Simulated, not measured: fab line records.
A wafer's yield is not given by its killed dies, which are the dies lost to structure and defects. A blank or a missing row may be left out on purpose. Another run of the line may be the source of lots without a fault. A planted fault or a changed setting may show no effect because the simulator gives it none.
Matching of chambers ; flow nand harc ; NHARC_A_ZERO_WELL_ETCH_19 on rie diel-05: 4 sister chambers
The step etches the open film in N2/H2, target depth 80 nm, overetch 24 nm, time 87.88 s. 16 wafers are shown with their chamber, then 8 later ones without.

== WAFERS PAIRED WITH THEIR CHAMBERS ==
wafer;chamber;showerhead plenum p Torr (Torr);drypump motor current A (A);rf vpp V (V)
L074.1;1;2.01;5.6;430.0
L074.2;0;2.16;5.4;434.6
L074.4;3;1.91;6.4;427.6
L080.3;1;2.01;5.6;428.9
L080.4;2;1.95;5.8;427.7
L080.6;3;1.91;6.4;426.5
L081.1;1;2.01;5.6;429.3
L081.4;3;1.91;6.4;426.7
L081.5;3;1.91;6.4;425.8
L084.1;2;1.95;5.8;427.8
L084.4;0;2.16;5.5;433.3
L084.5;1;2.01;5.6;430.0
L086.2;1;2.01;5.6;431.3
L086.5;3;1.90;6.4;426.0
L086.6;2;1.95;5.8;427.0
L088.2;2;1.95;5.8;428.3

SIGNATURES (averages over the wafers above)
reading;chamber 0;chamber 1;chamber 2;chamber 3;scatter within a chamber
showerhead plenum p Torr;2.1600;2.0100;1.9500;1.9080;0.00258
drypump motor current A;5.450;5.600;5.800;6.400;0.0204
rf vpp V;433.950;429.900;427.700;426.520;0.766
Rule: distance of a wafer from a chamber = root of the sum over the readings of ((wafer's reading minus chamber's mean) / reading's scatter) squared. If the next closest chamber is less than 2 further off than the closest, the wafer can't be placed; otherwise it belongs to the closest. The scatter: take each reading less its chamber's mean, square it, sum over the shown wafers, divide by the number of wafers less the number of chambers, and take the root.

== WAFERS WITHOUT THEIR CHAMBER ==
wafer;showerhead plenum p Torr (Torr);drypump motor current A (A);rf vpp V (V)
L088.4;2.00;5.6;429.1
L088.5;1.90;6.4;427.7
L094.2;2.16;5.5;434.1
L094.3;1.90;6.5;425.7
L094.4;1.95;5.8;425.8
L097.3;2.16;5.5;432.5
L097.5;2.16;5.5;433.2
L097.6;1.90;6.4;427.4

== CHAMBER TAKEN BY EACH ==
wafer;from the rows above;in truth
L088.4;1;1
L088.5;3;3
L094.2;0;0
L094.3;3;3
L094.4;2;2
L097.3;0;0
L097.5;0;0
L097.6;3;3
Placed correctly: 8 of 8. From these rows, 0 cannot be placed. 0 placed wrongly.
